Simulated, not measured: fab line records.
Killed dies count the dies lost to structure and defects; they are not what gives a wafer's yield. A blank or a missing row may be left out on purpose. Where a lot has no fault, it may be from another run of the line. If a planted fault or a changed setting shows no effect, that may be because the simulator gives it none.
Matching of chambers -- flow n5_finfet -- N5_ILD0_CMP_07 on cmp-03 has 4 sister chambers
The step polishes SiO2 flowable, stops on poly-Si, t overpolish 1.18 s, target thk 138.88 nm. 18 wafers are shown with their chamber, then 9 later ones without.

== WAFERS WITH THEIR CHAMBER ==
wafer,chamber,motor_current_A (A),slurry_filter_dp_kPa (kPa),slurry_flow_ml_min
L074.2,0,11.7,13.62,150.1
L074.3,3,11.6,13.61,149.9
L074.6,0,11.8,13.46,150.3
L078.1,2,13.0,13.51,149.9
L078.3,1,14.1,13.50,149.6
L078.5,3,11.9,13.66,150.1
L082.2,2,12.9,13.35,150.3
L082.4,0,11.8,13.46,150.0
L082.6,3,12.1,13.46,149.2
L085.1,2,13.4,13.46,150.5
L085.4,1,13.9,13.67,150.5
L085.5,2,13.4,13.63,150.5
L087.3,3,11.8,13.45,150.0
L087.4,1,13.8,13.60,150.2
L087.6,3,11.8,13.61,150.4
L088.2,1,13.0,13.50,150.1
L088.3,2,13.7,13.25,150.0
L088.5,3,12.5,13.50,149.5

SIGNATURES (averages over the wafers above)
reading,chamber 0,chamber 1,chamber 2,chamber 3,scatter within a chamber
motor_current_A,11.767,13.700,13.280,11.950,0.341
slurry_filter_dp_kPa,13.5133,13.5675,13.4400,13.5483,0.108
slurry_flow_ml_min,150.133,150.100,150.240,149.850,0.35
Rule: distance of a wafer from a chamber = root of the sum over the readings of ((wafer's reading minus chamber's mean) / reading's scatter) squared. If the next closest chamber is less than 2 further off than the closest, the wafer can't be placed; otherwise it belongs to the closest. The scatter: the root of (the sum of the squares of (reading less its chamber's mean) over the shown wafers, divided by (wafers less chambers)).

== WAFERS WITH NO CHAMBER GIVEN ==
wafer,motor_current_A (A),slurry_filter_dp_kPa (kPa),slurry_flow_ml_min
L090.3,13.4,13.49,149.6
L090.4,11.4,13.43,149.7
L090.6,11.6,13.67,150.4
L092.2,14.0,13.44,149.9
L092.4,11.5,13.41,149.6
L092.6,13.6,13.60,150.2
L097.1,13.5,13.53,149.1
L097.2,11.6,13.46,150.2
L097.6,12.4,13.67,149.8

== CHAMBER TAKEN BY EACH ==
wafer,from the rows above,in truth
L090.3,can't be placed: 1 or 2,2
L090.4,can't be placed: 0 or 3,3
L090.6,can't be placed: 0 or 3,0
L092.2,can't be placed: 1 or 2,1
L092.4,can't be placed: 0 or 3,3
L092.6,can't be placed: 1 or 2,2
L097.1,can't be placed: 1 or 2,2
L097.2,can't be placed: 0 or 3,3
L097.6,can't be placed: 3 or 0 or 2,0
0 of 9 placed correctly. These rows do not allow placing 9 (true chamber among the candidates in 9). Wrongly placed: 0.
